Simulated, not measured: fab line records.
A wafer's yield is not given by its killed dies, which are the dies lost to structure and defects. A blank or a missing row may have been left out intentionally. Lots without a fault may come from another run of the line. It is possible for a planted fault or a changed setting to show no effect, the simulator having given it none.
Struck lot and sound lot, side by side -- flow n5_finfet -- 36 steps out of a route of 1938
Sound: these wafers, L496.1, L496.2, L496.5. Struck: wafer L499.5 (left out: L499.3, a lot-mate that was not struck); the cause follows at the end.
Order at every step that has rows: each side's tool, ch and its chambers, its first start. Under that, the readings that differ: sound wafers -- struck wafers -- difference of the means -- sigmas: that difference in standard deviations of wafers without a fault.
alike: readings whose means differ by less than 2 such deviations, and words and numbers that are the same on both sides. not compared: withheld readings, readings that some wafer has no value for, bounds like >300 that may hide the same value, and numbers for which the record gives no deviation and whose values overlap.
A row with sigmas, a row that says differs or no value, or rows on one side alone: a step with any of these is where the two part. Non-overlapping numbers with no deviation appear without sigmas and do not part them. A reading missing from all wafers of one side parts the sides only when that side holds two or more wafers.

first, 9 steps without rows for these wafers: N5_SD_EPI_N_DEVELOP_08 (develop time 30 s); N5_SD_EPI_N_DESCUM_14 (chemistry O2, time 7.9 s); N5_SD_EPI_N_ETCH_34 (etches SiARC in CF4, target depth 45.5 nm, time 75.8 s); N5_SD_EPI_N_ETCH_35 (etches SOC in N2/H2, overetch 108 nm, time 486 s); N5_SD_EPI_N_STRIP_36 (strips in N2/H2); N5_SD_EPI_N_ETCHBACK_44 (etches SiNx in CH3F/O2, stops on SiO2, target depth 14.5 nm); N5_SD_EPI_N_ETCH_45 (etches SiOCN in CH3F/O2, target depth 6 nm); N5_SD_EPI_N_ETCH_16 (etches SiO2 in CHF3/O2, target depth 5 nm); N5_SD_EPI_N_STRIP_47 (strips in CHF3/O2).
N5_SD_EPI_N_SD_RECESS_17: chemistry HBr/Cl2/O2, target depth 41 nm, time 23.7 s, bt time 3 s.
  sound on rie_si-03 ch 0,1,3, day 4 02:39; struck on rie_si-03 ch 2, day 4 19:31
reading,sound,struck,difference,sigmas
model.etch.depth_nm (nm),41.19 40.78 41.72,26.25,-14.98,
model.SD_EPI_N.feature_depth_nm (nm),41.2 40.8 41.8,26.2,-15.1,
model.Si_of_WELL_APT_EPI_41.thk_nm (nm),8.4 9.2 8.2,23.2,+14.6,
  alike: drypump_motor_current_A, he_backside_leak_sccm, mfc_cl2_sccm, oes_product_au, throttle_valve_pct
  not compared: rf_hours_counter_h
then, 2 steps without rows for these wafers: N5_SD_EPI_N_STRIP_38 (strips in N2/H2); N5_SD_EPI_N_WET_ETCH_43 (etches SiO2 in dHF, time 14 s, target depth 1.5 nm).
N5_SD_EPI_N_STRIP_18: strips in SPM, time 750 s.
  sound on wet_bench-04 ch 4,5,6, day 4 02:50; struck on wet_bench-02 ch 6, day 4 19:43
reading,sound,struck,difference,sigmas
model.Si_of_WELL_APT_EPI_41.thk_nm (nm),8 8.8 7.8,22.8,+14.6,
then, 21 steps without rows for these wafers: N5_SD_EPI_N_SRD_20 (time 30 s); N5_SD_EPI_N_PRECLEAN_48 (cleans in NF3:NH3, afs cycles 2, time 20 s, sublimation time 60 s); N5_SD_EPI_N_VAPOR_ETCH_50 (etches Si in HCl, time 54 s); N5_SD_EPI_N_EPI_21 (deposits Si:P, time 690 s); N5_SD_EPI_N_PRECLEAN_24 (cleans in O3/DIW, time 60 s); N5_SD_EPI_N_SRD_25 (time 30 s); N5_SD_EPI_N_PRECLEAN_49 (cleans in NF3:NH3, afs cycles 1, time 20 s, sublimation time 60 s); N5_SD_EPI_N_LINER_46 (material SiNx, target thk 3 nm); N5_SD_EPI_P_COAT_34 (time 60 s, resist thk 350 nm); N5_SD_EPI_P_COAT_35 (time 60 s, resist thk 35 nm); N5_SD_EPI_P_COAT_03 (resist thk 150 nm); N5_SD_EPI_P_EBR_05; N5_SD_EPI_P_SOFTBAKE_04 (time 60 s); N5_SD_EPI_P_EXPOSE_06 (exposes mask SD P BLK, target cd 240 nm); N5_SD_EPI_P_PEB_07 (peb time 60 s); N5_SD_EPI_P_DEVELOP_08 (develop time 30 s); N5_SD_EPI_P_DESCUM_14 (chemistry O2, time 7.9 s); N5_SD_EPI_P_ETCH_36 (etches SiARC in CF4, target depth 45.5 nm, time 75.8 s); N5_SD_EPI_P_ETCH_37 (etches SOC in N2/H2, overetch 108 nm, time 486 s); N5_SD_EPI_P_STRIP_38 (strips in N2/H2); N5_SD_EPI_P_ETCHBACK_46 (etches SiNx in CH3F/O2, stops on SiO2, target depth 17.5 nm).
-- a jump in the record: the struck wafers' starts before and after are 6 days apart (it breaks off in module SD_EPI_P and resumes in module BEOL_M4, where the first step shown is number 1111 of the route) --
N5_BEOL_M4_RC_MEAS_101:
  sound on prober-01 ch 0, day 9 14:13; struck on prober-01 ch 0, day 10 09:11
reading,sound,struck,difference,sigmas
CJ_N,4.39 4.35 4.47,2.58,-1.82,-25
DIBL_N (mV/V),37.0 37.8 37.6,32.9,-4.6,-3
IOFF_N (nA/um),0.160 0.189 0.175,0.098,-0.077,-3
IOFF_N_LONG (nA/um),5.48e-05 5.45e-05 5.49e-05,5.05e-05,-4.23e-06,-2
ION_N (uA/um),692 680 687,551,-135,-14
REXT_N (ohm.um),74.0 74.6 74.1,89.9,+15.7,+9
VT_N (mV),249.2 245.7 247.4,259.3,+11.9,+4
VT_N_LVT (mV),96.5 93.9 94.0,109.1,+14.3,+5
  alike: DIBL_P, IOFF_P, ION_P, SS_N, SS_P, VT_P
-- here the record skips 4 days between the struck wafers' starts before and after, leaving off in module BEOL_M4 and picking up in module PASSIVATION (first step shown: number 1936 of the route) --
N5_PASSIVATION_PROBE_49:
  sound on prober-01 at day 14 06:22; struck on prober-02 at day 14 16:32
reading,sound,struck,difference,sigmas
sort_bin_6_memory (%),2.4 2.6 2.5,3.9,+1.4,+2
sort_bin_8_speed (%),0 0 0,90.51,+90.51,
sort_n_pass,1095 1085 1102,0,-1094,-64
sort_yield_pct (%),92.8 91.9 93.4,0,-93,-62
  alike: defect_limited_yield, killed_at_M0_to_M3, killed_at_M4_up, killed_at_contacts, killed_at_front_end, killed_at_other, killed_dies, killed_open, killed_short, sort_bin_5_function

WHERE THEY PART
First at N5_BEOL_M4_RC_MEAS_101; last, within this record, at N5_PASSIVATION_PROBE_49.

WHY: what the simulator had put in
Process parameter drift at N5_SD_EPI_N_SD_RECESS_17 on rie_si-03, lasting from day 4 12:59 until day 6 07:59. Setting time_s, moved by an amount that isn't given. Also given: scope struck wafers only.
